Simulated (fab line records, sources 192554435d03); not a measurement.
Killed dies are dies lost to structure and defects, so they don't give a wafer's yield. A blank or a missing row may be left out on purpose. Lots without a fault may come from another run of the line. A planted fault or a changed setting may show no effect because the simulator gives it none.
A struck lot beside a sound one | flow n5_finfet | 15 steps out of a route of 1938
Sound: wafers L670.2, L670.3, L670.6. Struck: wafers L671.2, L671.6. (L671.4 of the same lot was not struck and is left out.) The cause comes at the end.
At each step with rows: each side's tool, then ch and its chambers, then its first start. Under that, the readings that differ: sound wafers | struck wafers | difference of the means | sigmas: that difference in standard deviations of wafers without a fault.
alike: readings whose means differ by less than 2 such deviations, and words and numbers that are the same on both sides. not compared: withheld readings, readings that some wafer has no value for, bounds like >300 that may hide the same value, and numbers for which the record gives no deviation and whose values overlap.
The two part at a step that has a row with sigmas, a row that says differs or no value, or rows on one side only. Numbers that don't overlap but have no deviation are shown without sigmas and don't part them. A reading that every wafer of one side lacks parts them only if that side has two wafers or more.

N5_SDB_THK_MEAS_31:
  sound on film_metro-02, day 5 01:02; struck on film_metro-02, day 5 03:50
  alike: SDB_THK
N5_SDB_INSPECT_36: inspects for defects (darkfield).
  sound on defect_inspect-01, day 5 01:04; struck on defect_inspect-02, day 5 03:52
  alike: raw_defect_count
N5_DUMMY_REMOVAL_HM_STRIP_01: strips SiNx in CH3F/O2, stops on poly-Si, target depth 4 nm, time 6.8 s.
  sound on rie_diel-05 ch 2,3, day 5 01:05; struck on rie_diel-05 ch 0,1, day 5 03:54
  alike: drypump_motor_current_A, oes_product_au, rf_vpp_V, showerhead_plenum_p_Torr, throttle_valve_pct
  not compared: rf_hours_counter_h
N5_DUMMY_REMOVAL_STRIP_10: strips in N2/H2, time 40 s.
  sound on rie_diel-05 ch 2,3, day 5 01:07; struck on rie_diel-05 ch 0,1, day 5 03:56
  alike: bias_power_w, drypump_motor_current_A, n2_flow_sccm, oes_product_au, rf_vpp_V, showerhead_plenum_p_Torr, throttle_valve_pct
  not compared: rf_hours_counter_h
then, 2 steps without rows for these wafers: N5_DUMMY_REMOVAL_PRECLEAN_07 (cleans in dHF, time 30 s); N5_DUMMY_REMOVAL_DUMMY_REMOVE_02 (chemistry TMAH, target poly-Si, stops on SiO2, target depth 142 nm, time 57 s, rinse time 30 s).
N5_DUMMY_REMOVAL_INSPECT_06: inspects for defects (brightfield).
  sound on defect_inspect-02, day 5 01:17; struck on defect_inspect-02, day 5 04:06
  alike: raw_defect_count
then, 4 steps without rows for these wafers: N5_DUMMY_REMOVAL_PRECLEAN_08 (cleans in NF3:NH3, afs cycles 2, time 20 s, sublimation time 60 s); N5_DUMMY_REMOVAL_PRECLEAN_04 (cleans in DHF, time 37 s); N5_DUMMY_REMOVAL_SRD_05 (time 30 s); N5_HKMG_FIN_IL_REGROW_00 (material SiO2, chemistry O3, target thk 0.75 nm, time 30 s).
N5_HKMG_FIN_HK_ALD_01: deposits HfO2, target thk 1.6 nm, pulse time 3 s, purge time 3 s.
  sound on ald_hk-03 ch 1,2,3, day 5 01:38; struck on ald_hk-01 ch 0,2, day 5 04:28
  alike: precursor_pulse_height_rel
N5_HKMG_FIN_HK_ANNEAL_02: time 30 s.
  sound on rtp_anneal-01 ch 0, day 5 01:59; struck on rtp_anneal-01 ch 0, day 5 04:41
  reading             | sound             | struck      | difference | sigmas
  lamp_zone_1_pct (%) | 8.794 8.794 8.794 | 8.902 8.924 | +0.119     | +12
  lamp_zone_2_pct (%) | 8.781 8.790 8.800 | 8.907 8.919 | +0.123     | +12
  lamp_zone_3_pct (%) | 8.794 8.806 8.793 | 8.924 8.911 | +0.120     | +12
  lamp_zone_4_pct (%) | 8.796 8.784 8.806 | 8.920 8.891 | +0.110     | +10
  lamp_zone_5_pct (%) | 8.794 8.804 8.789 | 8.907 8.931 | +0.123     | +13
  lamp_zone_6_pct (%) | 8.730 8.728 8.720 | 8.839 8.837 | +0.112     | +12
  lamp_zone_7_pct (%) | 9.203 9.188 9.193 | 9.310 9.307 | +0.114     | +10
  alike: lamp_power_pct, wafer_temp_C_max
N5_HKMG_FIN_ALD_74: deposits La2O3, target thk 0.5 nm, pulse time 6 s, co reactant pulse time 1 s.
  sound on ald_hk-02 ch 0,2,3, day 5 02:11; struck on ald_hk-03 ch 1,2, day 5 04:52
  alike: heater_power_w, precursor_pulse_height_rel
-- the record jumps here: 5 days lie between the struck wafers' starts before and after (it left off in module HKMG_FIN and takes up again in module BEOL_M4, whose first step shown is number 1111 of the route) --
N5_BEOL_M4_RC_MEAS_101:
  sound on prober-01 ch 0, day 9 03:29; struck on prober-02 ch 0, day 9 18:59
  reading       | sound          | struck    | difference | sigmas
  ION_P (uA/um) | 481 479 476    | 463 463   | -16        | -2
  VT_P (mV)     | -244 -245 -245 | -251 -254 | -8         | -3
  alike: DIBL_N, DIBL_P, IOFF_N, IOFF_P, ION_N, SS_N, SS_P, VT_N

WHERE THEY PART
First at N5_HKMG_FIN_HK_ANNEAL_02; last, within this record, at N5_BEOL_M4_RC_MEAS_101.

WHY: what the simulator had put in
Process parameter drift: rtp_anneal-01, from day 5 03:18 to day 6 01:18, at N5_HKMG_FIN_HK_ANNEAL_02. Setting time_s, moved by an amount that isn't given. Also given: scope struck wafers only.
